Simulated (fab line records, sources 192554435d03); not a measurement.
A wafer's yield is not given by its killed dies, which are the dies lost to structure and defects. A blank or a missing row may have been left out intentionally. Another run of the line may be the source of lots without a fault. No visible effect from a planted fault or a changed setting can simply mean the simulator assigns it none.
fab line records + flow n5-finfet
record
- lots=6
- wafers=18
- last-day=21
route steps=1938 shown HKMG_FIN@450 BEOL_M4@1111 PASSIVATION@1936
lots that met no fault: taken from a fault-free run of the same line
start-h: the number of hours between the record's first day and the start of the first shown wafer of the lot + wait-h: time in hours since the lot's previous step + " same as the row above + L1.1+2: several wafers, shown together as one row + - no value, or no start given + * or withheld: withheld + < > ~ a bound
route shown NAME@n: a module of which the file shows steps, and the number in the route of the first + usual: the fault-free wafers' mean and standard deviation + same: alike in all rows + chamber/n: place in a boat + sites: per-site readings + _std_site: the standard deviation of these + _edge_site: the outer-site mean with the inner-site mean subtracted + radius-mm: for every site, how far away it sits from the centre of the wafer + mask NAME#n: copy n + behind: tool/chamber where the wafer was last shaped + hold: reason for holding the lot/hours on hold/outcome of the hold + device: which transistor (n, p or np) failed to switch + end of line: the tests these same wafers got at the end of their route + a step given without rows: its recipe and nothing more + killed: count of dies lost to structure and defects at first sort (not the wafer's yield) + map: a wafer's dies, marking killed ones x, the rest . and places with no die _
set.NAME: the setting as run; set.NAME@STEP: as run at that earlier step + model.NAME: the simulator's own value behind a step, which no gauge read
lots at selected steps of the route; one table per step, one row per wafer
services: when a tool's chamber went out of use (start-h, in hours from the record's first day, below 0 if earlier), for how many hours, and the reason
## steps
# step N5_HKMG_FIN_COAT_66
# recipe
- resist=SOC
- temp-c=250
- time-s=60
- spin-rpm=1500
- resist-thk-nm=300
# step N5_HKMG_FIN_ETCH_67
# recipe
- chemistry=N2/H2
- target=SOC
- target-depth-a=3889
- stop-on=TiN
- ion-energy-ev=100
- bias-w=61
- pressure-mtorr=30
- source-w=850
- n2-flow-sccm=200
- h2-flow-sccm=200
# usual
- drypump-motor-current-A=5.9/0.43
- oes-product-au=0.80/0.09
- rf-vpp-V=241.5/1.3
- showerhead-plenum-p-Torr=2.60/0.083
- throttle-valve-pct=17.78/0.3
| lot.wafer | tool        | chamber | start-h | wait-h | drypump-motor-current-A | oes-product-au | rf-hours-counter-h | rf-vpp-V | showerhead-plenum-p-Torr | throttle-valve-pct |
|-----------|-------------|---------|---------|--------|-------------------------|----------------|--------------------|----------|--------------------------|--------------------|
| L620.1    | rie-diel-04 | 3       | 87.02   | -      | 5.7                     | 0.72           | 213                | 241.6    | 2.62                     | 17.89              |
| L620.3    | "           | 2       | "       | "      | 5.7                     | 0.81           | 67                 | 242.0    | 2.56                     | 17.57              |
| L620.4    | "           | 1       | "       | "      | 6.3                     | 0.94           | 8                  | 241.5    | 2.62                     | 17.97              |
| L626.2    | rie-diel-05 | 0       | 128.41  | -      | 5.7                     | 0.85           | 40                 | 243.9    | 2.68                     | 17.25              |
| L626.4    | "           | 3       | "       | "      | 6.7                     | 0.94           | -                  | 241.5    | 2.70                     | 17.38              |
| L626.5    | "           | 0       | "       | "      | 5.7                     | 0.84           | -                  | 243.9    | 2.68                     | 17.25              |
| L634.1    | rie-diel-05 | 1       | 174.54  | -      | 6.2                     | 0.91           | 12                 | 243.6    | 2.73                     | 18.04              |
| L634.4    | "           | 3       | "       | "      | 6.7                     | 0.88           | 21                 | 243.9    | 2.69                     | 17.41              |
| L634.5    | "           | 3       | "       | "      | 6.7                     | 0.88           | -                  | 243.0    | 2.69                     | 17.41              |
| L637.2    | rie-diel-05 | 0       | 192.15  | -      | 5.7                     | 0.81           | 64                 | 243.2    | 2.66                     | 17.29              |
| L637.4    | "           | 3       | "       | "      | 6.7                     | 0.88           | 27                 | 244.1    | 2.68                     | 17.40              |
| L637.5    | "           | 0       | "       | "      | 5.7                     | 0.80           | -                  | 242.3    | 2.66                     | 17.28              |
| L640.2    | rie-diel-01 | 0       | 210.09  | -      | 6.2                     | 0.79           | 89                 | 241.8    | 2.71                     | 18.01              |
| L640.3    | "           | 2       | "       | "      | 5.5                     | 0.73           | 188                | 240.5    | 2.54                     | 17.71              |
| L640.4    | "           | 3       | "       | "      | 6.4                     | 0.71           | 180                | 239.5    | 2.53                     | 17.60              |
| L641.1    | rie-diel-05 | 1       | 220.34  | -      | 6.2                     | 0.88           | 31                 | 242.6    | 2.72                     | 18.06              |
| L641.4    | "           | 0       | "       | "      | 5.7                     | 0.80           | 75                 | 243.8    | 2.66                     | 17.31              |
| L641.5    | "           | 2       | "       | "      | 5.8                     | 0.83           | -                  | 240.5    | 2.59                     | 17.72              |
# step N5_HKMG_FIN_STRIP_90
# recipe
- chemistry=N2/H2
- material=SOC
- time-s=20
- power-w=500
- temp-c=40
- pressure-mtorr=50
- rf-frequency-hz=6e+07
- bias-power-w=8
- h2-frac=0.5
- n2-flow-sccm=300
- h2-flow-sccm=300
# usual
- drypump-motor-current-A=5.9/0.43
- oes-product-au=0.81/0.094
- rf-vpp-V=54.3/0.8
- showerhead-plenum-p-Torr=3.43/0.11
- throttle-valve-pct=19.1/0.51
| lot.wafer | tool        | chamber | start-h | wait-h | drypump-motor-current-A | oes-product-au | rf-hours-counter-h | rf-vpp-V | showerhead-plenum-p-Torr | throttle-valve-pct |
|-----------|-------------|---------|---------|--------|-------------------------|----------------|--------------------|----------|--------------------------|--------------------|
| L620.1    | rie-diel-04 | 3       | 87.08   | 0.0    | 5.7                     | 0.73           | 214                | 55.1     | 3.46                     | 18.9               |
| L620.3    | "           | 2       | "       | "      | 5.7                     | 0.82           | 67                 | 54.1     | 3.38                     | 18.8               |
| L620.4    | "           | 1       | "       | "      | 6.3                     | 0.97           | 8                  | 54.7     | 3.46                     | 19.7               |
| L626.2    | rie-diel-05 | 0       | 128.47  | 0.0    | 5.7                     | 0.88           | 40                 | 54.5     | 3.53                     | 18.2               |
| L626.4    | "           | 3       | "       | "      | 6.7                     | 0.99           | -                  | 55.7     | 3.55                     | 18.3               |
| L626.5    | "           | 0       | "       | "      | 5.7                     | 0.87           | -                  | 54.1     | 3.53                     | 18.2               |
| L634.1    | rie-diel-05 | 1       | 174.60  | 0.0    | 6.2                     | 0.93           | 12                 | 55.3     | 3.59                     | 19.7               |
| L634.4    | "           | 3       | "       | "      | 6.7                     | 0.93           | 21                 | 53.5     | 3.54                     | 18.4               |
| L634.5    | "           | 3       | "       | "      | 6.7                     | 0.92           | -                  | 54.6     | 3.54                     | 18.4               |
| L637.2    | rie-diel-05 | 0       | 192.21  | 0.0    | 5.7                     | 0.83           | 64                 | 53.9     | 3.51                     | 18.2               |
| L637.4    | "           | 3       | "       | "      | 6.7                     | 0.89           | 27                 | 54.2     | 3.54                     | 18.4               |
| L637.5    | "           | 0       | "       | "      | 5.7                     | 0.83           | -                  | 54.8     | 3.51                     | 18.3               |
| L640.2    | rie-diel-01 | 0       | 210.15  | 0.0    | 6.2                     | 0.80           | 89                 | 54.2     | 3.57                     | 19.6               |
| L640.3    | "           | 2       | "       | "      | 5.5                     | 0.72           | 189                | 53.6     | 3.35                     | 18.9               |
| L640.4    | "           | 3       | "       | "      | 6.4                     | 0.71           | 181                | 53.4     | 3.34                     | 18.8               |
| L641.1    | rie-diel-05 | 1       | 220.40  | 0.0    | 6.2                     | 0.88           | 32                 | 55.1     | 3.58                     | 19.8               |
| L641.4    | "           | 0       | "       | "      | 5.7                     | 0.83           | 75                 | 55.0     | 3.51                     | 18.3               |
| L641.5    | "           | 2       | "       | "      | 5.8                     | 0.83           | -                  | 55.1     | 3.41                     | 19.1               |
# step N5_HKMG_FIN_WET_ETCH_73
# recipe
- chemistry=SC1
- mix=1:2:40
- temp-c=50
- time-s=42.3
- target-depth-nm=1.3
- dry=ipa-marangoni
- rinse-time-s=30
- rinse-temp-c=23
# step N5_HKMG_FIN_ETCHBACK_68
# recipe
- chemistry=Cl2/Ar
- stop-on=HfO2
- target-depth-a=5
- pressure-mtorr=10
- icp-w=600
- bias-w=60
- Cl2_flow_sccm=40
- Ar_flow_sccm=60
# step N5_HKMG_FIN_STRIP_69
# recipe
- chemistry=N2/H2
- power-w=2500
- temp-c=300
- h2-frac=0.65
- time-s=360
- pressure-mtorr=withheld
- n2-flow-sccm=1750
- h2-flow-sccm=3250
# usual
- drypump-motor-current-A=6.03/0.3
- heater-power-w=434/19
| lot.wafer | tool            | chamber | start-h | wait-h | drypump-motor-current-A | heater-power-w | rf-hours-counter-h |
|-----------|-----------------|---------|---------|--------|-------------------------|----------------|--------------------|
| L620.1    | plasma-asher-02 | 0       | 87.38   | 0.1    | 5.75                    | 405            | 57                 |
| L620.3    | "               | 1       | "       | "      | 6.44                    | 434            | -                  |
| L620.4    | "               | 0       | "       | "      | 5.75                    | 411            | -                  |
| L626.2    | plasma-asher-02 | 0       | 128.77  | 0.1    | 5.75                    | 421            | 63                 |
| L626.4    | "               | 1       | "       | "      | 6.41                    | 438            | -                  |
| L626.5    | "               | 0       | "       | "      | 5.74                    | 408            | -                  |
| L634.1    | plasma-asher-01 | 1       | 174.90  | 0.1    | 5.72                    | 473            | 82                 |
| L634.4    | "               | 0       | "       | "      | 6.22                    | 415            | -                  |
| L634.5    | "               | 0       | "       | "      | 6.20                    | 426            | -                  |
| L637.2    | plasma-asher-01 | 0       | 192.51  | 0.1    | 6.23                    | 426            | 87                 |
| L637.4    | "               | 0       | "       | "      | 6.22                    | 428            | -                  |
| L637.5    | "               | 1       | "       | "      | 5.72                    | 466            | -                  |
| L640.2    | plasma-asher-01 | 0       | 210.45  | 0.1    | 6.23                    | 428            | 90                 |
| L640.3    | "               | 0       | "       | "      | 6.22                    | 429            | -                  |
| L640.4    | "               | 1       | "       | "      | 5.72                    | 450            | -                  |
| L641.1    | plasma-asher-02 | 1       | 220.70  | 0.1    | 6.44                    | 441            | 81                 |
| L641.4    | "               | 1       | "       | "      | 6.42                    | 432            | -                  |
| L641.5    | "               | 1       | "       | "      | 6.43                    | 437            | -                  |
# step N5_HKMG_FIN_ALD_21
# recipe
- material=TiN
- target-thk-a=15
- temp-c=400
- ald-precursor-family=TiCl4
- ald-co-reactant=NH3
- pulse-time-s=1
- purge-time-s=3
- co-reactant-purge-time-s=2
- co-reactant-pulse-time-s=2
- ald-cycles=68
- pressure-torr=3
# step N5_HKMG_FIN_ALD_72
# recipe
- material=W
- target-thk-a=20
- temp-c=300
- pressure-torr=7.5
- ald-precursor-family=WF6
- ald-co-reactant=B2H6
- pulse-time-s=1
- purge-time-s=2
- co-reactant-purge-time-s=2
- co-reactant-pulse-time-s=3
- ald-cycles=7
# step N5_HKMG_FIN_W_FILL_22
# recipe
- material=W
- target-thk-a=600
- temp-c=400
- pressure-torr=39.4
- time-s=18.2
# usual
- heater-power-w=838/76
- susceptor-temp-C=399.97/0.19
- throttle-valve-pct=19.6/0.37
| lot.wafer | tool     | chamber | start-h | wait-h | heater-power-w | susceptor-temp-C | throttle-valve-pct |
|-----------|----------|---------|---------|--------|----------------|------------------|--------------------|
| L620.1    | cvd-w-02 | 0       | 88.18   | 0.0    | 713            | 400.05           | 19.6               |
| L620.3    | "        | 0       | "       | "      | 732            | 399.83           | 19.8               |
| L620.4    | "        | 1       | "       | "      | 817            | 400.07           | 19.1               |
| L626.2    | cvd-w-02 | 1       | 129.58  | 0.0    | 808            | 399.90           | 19.3               |
| L626.4    | "        | 1       | "       | "      | 810            | 400.12           | 19.4               |
| L626.5    | "        | 0       | "       | "      | 720            | 400.01           | 19.7               |
| L634.1    | cvd-w-02 | 0       | 175.71  | 0.0    | 732            | 399.98           | 20.0               |
| L634.4    | "        | 0       | "       | "      | 712            | 400.00           | 19.9               |
| L634.5    | "        | 1       | "       | "      | 804            | 399.93           | 19.4               |
| L637.2    | cvd-w-01 | 0       | 193.31  | 0.0    | 920            | 400.09           | 19.2               |
| L637.4    | "        | 0       | "       | "      | 938            | 399.96           | 19.3               |
| L637.5    | "        | 0       | "       | "      | 926            | 400.02           | 19.3               |
| L640.2    | cvd-w-01 | 1       | 211.25  | 0.0    | 874            | 400.05           | 20.1               |
| L640.3    | "        | 0       | "       | "      | 936            | 399.76           | 19.3               |
| L640.4    | "        | 1       | "       | "      | 863            | 400.15           | 19.9               |
| L641.1    | cvd-w-01 | 0       | 221.51  | 0.0    | 925            | 399.98           | 19.3               |
| L641.4    | "        | 0       | "       | "      | 917            | 399.86           | 19.4               |
| L641.5    | "        | 1       | "       | "      | 896            | 399.64           | 20.0               |
# step N5_HKMG_FIN_PRECLEAN_83
# recipe
- chemistry=DIW
- time-s=57.5
- temp-c=23
# step N5_HKMG_FIN_SRD_84
# recipe
- dry-time-s=32
- dry=n2-spin
- spin-rpm=1500
# step N5_HKMG_FIN_CMP_23
# recipe
- stop-on=SiNx
- t-overpolish-s=10
- post-cmp-clean=rinse-only
- down-force-psi=4
- platen-rpm=50.289
- pad-velocity-m-s=1.0006
- target-thk-nm=46.326
# usual
- motor-current-A=11.6/1.4
- overpolish-run-s=9.98/0.14
- pad-life-wafers=1164/460
- platen-rpm=50.29/0.035
- time-to-endpoint-s=11.7/3
# same
- t-overpolish-s=10
| lot.wafer | tool   | chamber | start-h | wait-h | motor-current-A | overpolish-run-s | pad-life-wafers | platen-rpm | time-to-endpoint-s |
|-----------|--------|---------|---------|--------|-----------------|------------------|-----------------|------------|--------------------|
| L620.3    | cmp-02 | 2       | 88.34   | 0.1    | 9.4             | 10.00            | 1374            | 50.38      | 11.4               |
| L620.1    | "      | 0       | "       | "      | 10.4            | 10.00            | 1376            | 50.29      | 17.2               |
| L620.4    | "      | 1       | "       | "      | 9.2             | 10.00            | 1377            | 50.31      | 9.5                |
| L626.2    | cmp-03 | 0       | 129.85  | 0.2    | 13.0            | 10.01            | 1088            | 50.27      | 5.4                |
| L626.4    | "      | 1       | "       | "      | 12.9            | 10.01            | 1089            | 50.29      | 13.0               |
| L626.5    | "      | 2       | "       | "      | 11.6            | 10.00            | -               | 50.30      | 8.4                |
| L634.1    | cmp-02 | 2       | 175.81  | 0.0    | 9.8             | 10.00            | 1836            | 50.31      | 11.2               |
| L634.4    | "      | 1       | "       | "      | 10.4            | 10.01            | 1839            | 50.31      | 8.3                |
| L634.5    | "      | 2       | "       | "      | 9.3             | 10.00            | -               | 50.29      | 8.5                |
| L637.2    | cmp-02 | 2       | 193.42  | 0.0    | 9.6             | 10.01            | 1974            | 50.29      | 11.1               |
| L637.4    | "      | 0       | "       | "      | 11.2            | 10.01            | 1976            | 50.30      | 14.5               |
| L637.5    | "      | 3       | "       | "      | 11.4            | 10.00            | -               | 50.25      | 12.1               |
| L640.2    | cmp-01 | 1       | 211.36  | 0.0    | 13.7            | 9.99             | 1092            | 50.29      | 16.4               |
| L640.3    | "      | 2       | "       | "      | 11.4            | 10.00            | 1093            | 50.28      | 14.4               |
| L640.4    | "      | 3       | "       | "      | 9.9             | 9.99             | 1094            | 50.34      | 10.1               |
| L641.1    | cmp-01 | 3       | 221.69  | 0.1    | 10.5            | 9.99             | 1165            | 50.30      | 8.6                |
| L641.4    | "      | 0       | "       | "      | 13.2            | 10.01            | 1166            | 50.32      | 12.2               |
| L641.5    | "      | 3       | "       | "      | 10.2            | 9.99             | -               | 50.34      | 6.5                |
# step N5_HKMG_FIN_CMP_94
# recipe
- stop-on=SiNx
- post-cmp-clean=w-dilute-nh4oh
- t-overpolish-s=4.7
- down-force-psi=4
- platen-rpm=50.289
- pad-velocity-m-s=1.0006
- target-thk-nm=43.299
# usual
- motor-current-A=11.6/1.4
- pad-life-wafers=1170/460
- platen-rpm=50.291/0.03
# same
- t-overpolish-s=4.7
| lot.wafer | tool   | chamber | start-h | wait-h | motor-current-A | pad-life-wafers | platen-rpm |
|-----------|--------|---------|---------|--------|-----------------|-----------------|------------|
| L620.3    | cmp-02 | 2       | 88.82   | 0.4    | 9.5             | 1380            | 50.275     |
| L620.1    | "      | 0       | "       | "      | 10.4            | 1382            | 50.271     |
| L620.4    | "      | 1       | "       | "      | 10.5            | 1383            | 50.279     |
| L626.2    | cmp-03 | 0       | 130.23  | 0.3    | 12.4            | 1094            | 50.287     |
| L626.4    | "      | 1       | "       | "      | 12.4            | 1095            | 50.282     |
| L626.5    | "      | 2       | "       | "      | 11.5            | -               | 50.342     |
| L634.1    | cmp-02 | 2       | 176.33  | 0.4    | 9.3             | 1842            | 48.245     |
| L634.4    | "      | 1       | "       | "      | 10.1            | 1845            | 48.246     |
| L634.5    | "      | 2       | "       | "      | 9.1             | -               | 48.251     |
| L637.2    | cmp-02 | 2       | 193.90  | 0.4    | 9.2             | 1980            | 48.266     |
| L637.4    | "      | 0       | "       | "      | 10.5            | 1982            | 48.263     |
| L637.5    | "      | 3       | "       | "      | 11.9            | -               | 48.275     |
| L640.2    | cmp-01 | 1       | 211.84  | 0.4    | 13.5            | 1098            | 50.328     |
| L640.3    | "      | 2       | "       | "      | 11.0            | 1099            | 50.226     |
| L640.4    | "      | 3       | "       | "      | 10.5            | 1100            | 50.254     |
| L641.1    | cmp-01 | 3       | 222.12  | 0.3    | 10.4            | 1171            | 50.291     |
| L641.4    | "      | 0       | "       | "      | 13.4            | 1172            | 50.281     |
| L641.5    | "      | 3       | "       | "      | 10.7            | -               | 50.294     |
# step N5_BEOL_M4_RC_MEAS_101
# usual
- DIBL_N=37.7/2
- DIBL_P=37.7/2.3
- IOFF_N=0.18/0.039
- IOFF_P=0.23/0.042
- ION_N=681/12
- ION_P=463/8
- SS_N=71.9/0.68
- SS_P=73.6/0.71
- VT_N=248/3.2
- VT_P=-249/3.1
| lot.wafer | tool      | chamber | start-h | wait-h | DIBL_N[mV/V] | DIBL_P[mV/V] | IOFF_N[nA/um] | IOFF_P[nA/um] | ION_N[uA/um] | ION_P[uA/um] | SS_N[mV/dec] | SS_P[mV/dec] | VT_N[mV] | VT_P[mV] |
|-----------|-----------|---------|---------|--------|--------------|--------------|---------------|---------------|--------------|--------------|--------------|--------------|----------|----------|
| L620.1    | prober-02 | 0       | 264.92  | 0.0    | 37.5         | 35.6         | 0.14          | 0.20          | 668          | 467          | 72.1         | 73.1         | 252      | -249     |
| L620.3    | "         | 0       | "       | "      | 40.2         | 37.2         | 0.20          | 0.23          | 686          | 463          | 73.0         | 73.9         | 248      | -249     |
| L620.4    | "         | 0       | "       | "      | 40.6         | 40.5         | 0.21          | 0.28          | 684          | 467          | 72.9         | 74.7         | 243      | -247     |
| L626.2    | prober-02 | 0       | 307.14  | 0.2    | 35.6         | 37.0         | 0.15          | 0.21          | 677          | 465          | 72.3         | 73.8         | 253      | -251     |
| L626.4    | "         | 0       | "       | "      | 41.6         | 42.8         | 0.27          | 0.31          | 699          | 465          | 73.3         | 75.9         | 245      | -246     |
| L626.5    | "         | 0       | "       | "      | 37.2         | 36.3         | 0.17          | 0.19          | 672          | 456          | 71.5         | 74.2         | 251      | -253     |
| L634.1    | prober-02 | 0       | 358.09  | 0.0    | 38.6         | 40.4         | 0.19          | 0.24          | 691          | 463          | 72.3         | 74.5         | 250      | -251     |
| L634.4    | "         | 0       | "       | "      | 37.7         | 39.5         | 0.18          | 0.22          | 686          | 462          | 71.9         | 73.5         | 245      | -251     |
| L634.5    | "         | 0       | "       | "      | 36.3         | 36.7         | 0.15          | 0.20          | 661          | 452          | 71.0         | 72.9         | 252      | -253     |
| L637.2    | prober-01 | 0       | 378.01  | 0.2    | 40.0         | 39.9         | 0.21          | 0.24          | 675          | 461          | 72.4         | 74.3         | 249      | -251     |
| L637.4    | "         | 0       | "       | "      | 36.4         | 36.9         | 0.15          | 0.21          | 679          | 468          | 70.9         | 73.4         | 252      | -251     |
| L637.5    | "         | 0       | "       | "      | 35.8         | 37.0         | 0.14          | 0.20          | 662          | 462          | 71.0         | 72.8         | 253      | -250     |
| L640.2    | prober-02 | 0       | 389.25  | 0.2    | 33.0         | 31.6         | 0.11          | 0.16          | 654          | 450          | 70.5         | 72.0         | 255      | -252     |
| L640.3    | "         | 0       | "       | "      | 36.0         | 36.1         | 0.16          | 0.22          | 661          | 457          | 71.9         | 74.1         | 248      | -250     |
| L640.4    | "         | 0       | "       | "      | 35.5         | 35.9         | 0.17          | 0.21          | 680          | 470          | 71.7         | 72.5         | 249      | -246     |
| L641.1    | prober-02 | 0       | 402.27  | 0.0    | 38.4         | 37.0         | 0.23          | 0.25          | 706          | 471          | 72.1         | 73.2         | 241      | -246     |
| L641.4    | "         | 0       | "       | "      | 37.0         | 34.9         | 0.16          | 0.21          | 663          | 455          | 71.9         | 72.4         | 251      | -247     |
| L641.5    | "         | 0       | "       | "      | 38.9         | 39.3         | 0.24          | 0.29          | 705          | 475          | 72.5         | 75.0         | 241      | -245     |
# step N5_PASSIVATION_PROBE_49
# usual
- defect-limited-yield=91.1/1.4
- killed_at_M0_to_M3=34/9.6
- killed_at_M4_up=15/5.3
- killed-at-contacts=12/6.1
- killed-at-front-end=40/11
- killed-at-other=3.5/2.8
- killed-dies=105/17
- killed-open=70/12
- killed-short=34/7.7
- sort_bin_4_leakage=0.01/0.07
- sort_bin_5_function=5.2/0.97
- sort_bin_6_memory=3.4/0.62
- sort-n-pass=1075/17
- sort-yield-pct=91.1/1.4
# same
- gross-dies=1180
- killed-at-back-side=0
- sort_bin_8_speed[%]=0
| lot.wafer | tool      | chamber | start-h | wait-h | defect-limited-yield[%] | killed_at_M0_to_M3 | killed_at_M4_up | killed-at-contacts | killed-at-front-end | killed-at-other | killed-dies | killed-open | killed-short | sort_bin_4_leakage[%] | sort_bin_5_function[%] | sort_bin_6_memory[%] | sort-n-pass | sort-yield-pct[%] |
|-----------|-----------|---------|---------|--------|-------------------------|--------------------|-----------------|--------------------|---------------------|-----------------|-------------|-------------|--------------|-----------------------|------------------------|----------------------|-------------|-------------------|
| L620.1    | prober-02 | -       | 377.44  | 0.0    | 89.4                    | 30                 | 20              | 18                 | 54                  | 3               | 125         | 85          | 38           | 0                     | 6.4                    | 3.6                  | 1055        | 89.4              |
| L620.3    | prober-02 | -       | 377.54  | 0.1    | 90.7                    | 36                 | 14              | 10                 | 49                  | 1               | 110         | 72          | 32           | 0                     | 5.4                    | 3.7                  | 1070        | 90.7              |
| L620.4    | prober-02 | -       | 377.59  | 0.2    | 88.2                    | 48                 | 15              | 11                 | 64                  | 1               | 139         | 88          | 47           | 0                     | 6.6                    | 4.7                  | 1041        | 88.2              |
| L634.1    | prober-01 | -       | 456.93  | 0.0    | 93.1                    | 29                 | 15              | 6                  | 30                  | 1               | 81          | 45          | 21           | 0                     | 3.3                    | 2.2                  | 1099        | 93.1              |
| L634.5    | prober-01 | -       | 457.13  | 0.2    | 90.5                    | 25                 | 15              | 8                  | 62                  | 2               | 112         | 64          | 35           | 0                     | 5.5                    | 2.5                  | 1068        | 90.5              |
| L637.2    | prober-01 | -       | 480.39  | 0.1    | 88.1                    | 45                 | 12              | 10                 | 72                  | 2               | 141         | 68          | 53           | 0                     | 6.0                    | 3.7                  | 1039        | 88.1              |
| L637.5    | prober-01 | -       | 480.54  | 0.2    | 87.1                    | 40                 | 12              | 13                 | 82                  | 5               | 152         | 86          | 44           | 0                     | 6.2                    | 4.3                  | 1028        | 87.1              |
# killed by level:class
L620.1 STI_FIN_REVEAL:geometric-particle:open=17 MOL_CONTACT_COAG:geometric-particle:open=12 FIN_SAQP:geometric-particle:short=11 BEOL_M2:geometric-particle:open=11 BEOL_M4:geometric-particle:open=10 GATE_CUT:geometric-particle:short=7 FIN_SAQP:geometric-particle:open=6 BEOL_M0_SAQP:geometric-particle:open=6
L620.3 STI_FIN_REVEAL:geometric-particle:open=12 BEOL_M2:geometric-particle:open=12 BEOL_M4:geometric-particle:open=10 BEOL_M0_SAQP:geometric-particle:open=9 BEOL_M0_SAQP:geometric-particle:short=7 FIN_SAQP:geometric-particle:open=6 MOL_CONTACT_COAG:geometric-particle:open=6 FIN_SAQP:geometric-particle:short=5
L620.4 BEOL_M2:geometric-particle:open=19 STI_FIN_REVEAL:geometric-particle:open=18 FIN_SAQP:geometric-particle:short=11 FIN_SAQP:geometric-particle:open=11 BEOL_M0_SAQP:geometric-particle:short=9 BEOL_M0_SAQP:geometric-particle:open=8 MOL_CONTACT_COAG:geometric-particle:open=7 DUMMY_GATE:geometric-particle:open=5
L634.1 HKMG_FIN:area-etch=15 BEOL_M2:geometric-particle:open=10 BEOL_M0_SAQP:geometric-particle:short=8 BEOL_M0_SAQP:geometric-particle:open=6 MOL_CONTACT_COAG:geometric-particle:open=5 BEOL_M4:geometric-particle:open=4 DUMMY_GATE:geometric-particle:open=3 BEOL_M5:geometric-particle:open=3
L634.5 STI_FIN_REVEAL:geometric-particle:open=12 DUMMY_GATE:geometric-particle:open=12 HKMG_FIN:area-etch=12 BEOL_M4:geometric-particle:open=8 FIN_SAQP:geometric-particle:short=7 MOL_CONTACT_COAG:geometric-particle:open=6 BEOL_M0_SAQP:geometric-particle:short=6 BEOL_M0_SAQP:geometric-particle:open=5
L637.2 FIN_SAQP:geometric-particle:short=20 HKMG_FIN:area-etch=20 BEOL_M2:geometric-particle:open=12 BEOL_M4:geometric-particle:open=9 MOL_CONTACT_COAG:geometric-particle:open=9 BEOL_M0_SAQP:geometric-particle:open=9 STI_FIN_REVEAL:geometric-particle:open=7 BEOL_M0_SAQP:geometric-particle:short=7
L637.5 HKMG_FIN:area-etch=22 GATE_CUT:geometric-particle:short=13 MOL_CONTACT_COAG:geometric-particle:open=13 BEOL_M2:geometric-particle:open=13 STI_FIN_REVEAL:geometric-particle:open=12 FIN_SAQP:geometric-particle:open=9 FIN_SAQP:geometric-particle:short=7 BEOL_M0_SAQP:geometric-particle:short=7
## services
| tool            | chamber | start-h | hours | kind   |
|-----------------|---------|---------|-------|--------|
| cmp-03          | -       | 76.60   | 0.5   | repair |
| cmp-01          | -       | 85.10   | 4.0   | pm     |
| cmp-03          | -       | 88.23   | 0.9   | repair |
| rie-diel-05     | -       | 89.99   | 15.6  | pm     |
| cmp-01          | -       | 91.56   | 4.1   | pm     |
| cmp-02          | -       | 103.30  | 2.3   | repair |
| cvd-w-02        | -       | 106.30  | 3.6   | repair |
| rie-diel-01     | -       | 109.73  | 14.6  | pm     |
| cmp-02          | -       | 120.99  | 10.9  | pm     |
| cmp-02          | -       | 131.94  | 9.5   | pm     |
| cmp-02          | -       | 156.03  | 8.3   | repair |
| cvd-w-01        | -       | 163.84  | 28.1  | pm     |
| rie-diel-01     | 3       | 166.05  | 3.5   | repair |
| cmp-02          | -       | 177.05  | 3.1   | repair |
| cmp-03          | -       | 185.93  | 5.7   | pm     |
| cmp-02          | -       | 197.21  | 0.7   | repair |
| rie-diel-04     | 1       | 200.64  | 69.6  | repair |
| cmp-02          | -       | 202.14  | 4.0   | pm     |
| cvd-w-01        | -       | 202.45  | 1.6   | repair |
| rie-diel-04     | 3       | 203.83  | 8.1   | repair |
| cmp-01          | -       | 206.67  | 2.5   | repair |
| plasma-asher-01 | -       | 212.26  | 2.8   | pm     |
| rie-diel-01     | -       | 214.57  | 2.8   | pm     |
| cvd-w-02        | 0       | 221.60  | 8.7   | repair |
## key
first-sign
- step=N5_HKMG_FIN_CMP_94
- reading=platen-rpm
- direction=down
- sigmas=69
- usual=50.291
- struck=48.258
effect none on later readings
met-at N5_HKMG_FIN_CMP_94
struck-wafers L634.1,L634.4,L634.5,L637.2,L637.4,L637.5
baseline-loss
- step=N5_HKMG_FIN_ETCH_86
- wafers=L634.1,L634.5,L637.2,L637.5
onset-between 88.82 176.33
fault
- kind=process-parameter-drift
- tool=cmp-02
- chamber=-
- onset-h=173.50
- steps=N5_HKMG_FIN_CMP_94
- channel=platen-rpm
- offset=-2.0116
- shape=step
- end-h=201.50
- acts-in=these-recipes-only
- stated=50.289
# baseline-loss: these wafers lose ten dies or more at that step, a loss of the line's own and not of a fault; the sort's usual values leave them out
